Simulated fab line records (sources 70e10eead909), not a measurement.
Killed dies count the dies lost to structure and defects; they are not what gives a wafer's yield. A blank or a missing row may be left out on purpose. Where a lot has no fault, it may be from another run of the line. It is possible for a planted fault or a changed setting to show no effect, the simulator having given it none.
Which tool is to blame? | flow nandHarc | 12 lots, 36 wafers sampled, at 5 steps of a route of 1159

== WHAT EACH GAUGE READ, for each wafer ==
NHARC_P_CONTACT_INSPECT_14.
lot  | measured     | on               | rawDefectCount
L075 | day 5 19:19  | defectInspect-02 | 2 1 4
L077 | day 6 09:19  | defectInspect-02 | 2 5 6
L079 | day 6 14:28  | defectInspect-01 | 4 2 5
L081 | day 7 08:32  | defectInspect-01 | 7 8 4
L083 | day 7 19:29  | defectInspect-02 | 3 1 1
L085 | day 8 21:37  | defectInspect-02 | 1 2 2
L087 | day 8 22:37  | defectInspect-01 | 1 2 1
L089 | day 9 08:32  | defectInspect-01 | 5 1 1
L091 | day 9 21:47  | defectInspect-02 | 2 3 5
L093 | day 10 02:43 | defectInspect-02 | 6 4 5
L095 | day 10 20:10 | defectInspect-01 | 1 3 1
L097 | day 11 03:53 | defectInspect-02 | 8 4 2

== EACH LOT AND THE TOOL THAT RAN IT (in order: tool; ch and the chambers of the sampled wafers; start) ==
lot  | NHARC_P_ZERO_WELL_DESCUM_54      | NHARC_P_GATE_STRIP_101            | NHARC_P_GATE_RTA_82             | NHARC_P_CONTACT_DEP_00
L075 | rieDiel-07 ch 1,2,3, day 1 23:51 | rieDiel-04 ch 1,2,3, day 5 09:19  | rtpAnneal-02 ch 0, day 5 16:59  | pecvd-01 ch 1,2, day 5 19:19 or earlier
L077 | rieDiel-05 ch 0,2, day 2 11:55   | rieDiel-08 ch 0,2,3, day 6 00:22  | rtpAnneal-02 ch 0, day 6 07:29  | pecvd-03 ch 0,1, day 6 09:19 or earlier
L079 | rieDiel-13 ch 2,3, day 2 23:56   | rieDiel-04 ch 1,2,3, day 6 05:26  | rtpAnneal-01 ch 0, day 6 12:31  | pecvd-03 ch 0,1,2, day 6 14:28 or earlier
L081 | rieDiel-13 ch 0,1,2, day 3 11:47 | rieDiel-02 ch 0,2,3, day 6 23:03  | rtpAnneal-02 ch 0, day 7 06:28  | pecvd-04 ch 0,1, day 7 08:32 or earlier
L083 | rieDiel-05 ch 1,2,3, day 3 23:56 | rieDiel-08 ch 1,2,3, day 7 10:31  | rtpAnneal-01 ch 0, day 7 17:34  | pecvd-01 ch 0,1, day 7 19:29 or earlier
L085 | rieDiel-13 ch 1,3, day 4 12:17   | rieDiel-08 ch 0,2, day 8 11:48    | rtpAnneal-01 ch 0, day 8 19:50  | pecvd-01 ch 0,1, day 8 21:37 or earlier
L087 | rieDiel-07 ch 2,3, day 5 00:03   | rieDiel-02 ch 0,1,2, day 8 12:15  | rtpAnneal-02 ch 0, day 8 20:41  | pecvd-04 ch 0,2, day 8 22:37 or earlier
L089 | rieDiel-07 ch 0,2, day 5 12:05   | rieDiel-04 ch 1,3, day 8 23:30    | rtpAnneal-01 ch 0, day 9 06:42  | pecvd-01 ch 0,2, day 9 08:32 or earlier
L091 | rieDiel-07 ch 0,2,3, day 6 00:20 | rieDiel-02 ch 0,1,3, day 9 12:54  | rtpAnneal-01 ch 0, day 9 19:50  | pecvd-01 ch 1,2, day 9 21:47 or earlier
L093 | rieDiel-13 ch 0,1,3, day 6 11:52 | rieDiel-04 ch 0,1,3, day 9 17:33  | rtpAnneal-02 ch 0, day 10 00:59 | pecvd-03 ch 0,1,2, day 10 02:43 or earlier
L095 | rieDiel-07 ch 1,2,3, day 6 23:52 | rieDiel-04 ch 0,1,3, day 10 11:02 | rtpAnneal-02 ch 0, day 10 18:14 | pecvd-03 ch 0,1,2, day 10 20:10 or earlier
L097 | rieDiel-07 ch 0,3, day 7 11:52   | rieDiel-02 ch 1,2,3, day 10 18:12 | rtpAnneal-02 ch 0, day 11 01:56 | pecvd-04 ch 0,1, day 11 03:53 or earlier
- NHARC_P_ZERO_WELL_DESCUM_54: chemistry O2, time 3 s.
- NHARC_P_GATE_STRIP_101: strips in O2, time 20 s.
- NHARC_P_GATE_RTA_82: time 30 s.
- NHARC_P_CONTACT_DEP_00: deposits SiO2, target thk 500 nm.

== THE ANSWER, worked out from the rows above alone ==
Rule: the lots themselves supply what counts as usual. Put in order of their means at a reading, lots are off if they are a third of the lots or fewer, leave a main group of 4 or more, and stand apart from it by a gap of 3 or more times the standard deviation of the main group's means; of several such gaps the widest counts. Not used: any main group whose means are identical at the precision the tables above print for the reading. A lot without any number at a reading at which 4 lots or more have one is off too. All remaining lots with rows at the step are treated as sound.
Nothing can be told from this: no lot is off at any reading shown.

== WHAT THE SIMULATOR HAD PUT IN ==
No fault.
